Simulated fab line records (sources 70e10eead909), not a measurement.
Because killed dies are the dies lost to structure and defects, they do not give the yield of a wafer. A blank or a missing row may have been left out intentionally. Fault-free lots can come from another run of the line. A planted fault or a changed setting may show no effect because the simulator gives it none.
Matching of chambers	flow nand_harc	NHARC_A_CHANNEL_FILL_D1_ALD_02 on ald_hk-03 has 4 sister chambers
The step deposits SiO2, target thk 6 nm, pulse time 10 s, ald cycles 60. 4 wafers are shown with their chamber, then 9 later ones without.

== WAFERS WITH THEIR CHAMBER ==
wafer	chamber	heater_power_w (W)
L082.5	2	567
L086.1	1	445
L086.2	3	424
L086.3	0	504

== WAFERS WITH NO CHAMBER GIVEN ==
wafer	heater_power_w (W)
L088.4	580
L088.5	585
L088.6	416
L085.4	451
L085.5	443
L085.6	591
L090.2	596
L090.4	454
L090.5	570

== WHICH CHAMBER EACH WENT THROUGH ==
wafer	from the rows above	in truth
L088.4	2	2
L088.5	2	2
L088.6	can't be placed: 3 or 1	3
L085.4	can't be placed: 1 or 3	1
L085.5	can't be placed: 1 or 3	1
L085.6	2	2
L090.2	2	2
L090.4	can't be placed: 1 or 3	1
L090.5	2	2
Correct placement for 5 of the 9. Cannot be placed on the basis of these rows: 4; the candidates contain the true chamber in 4. Number placed wrongly: 0.
How it was worked out, from the rows above alone: a wafer's distance from a chamber is the root of the sum, over the readings, of the square of ((its reading less the chamber's mean) divided by the reading's scatter). If the next closest chamber is less than 2 further off than the closest, the wafer can't be placed; otherwise it belongs to the closest. For every chamber, the mean is computed from those of its wafers that are shown. The scatter: with one shown wafer a chamber, the root of the mean of the squares of how far each hidden wafer lies from its nearest shown one.
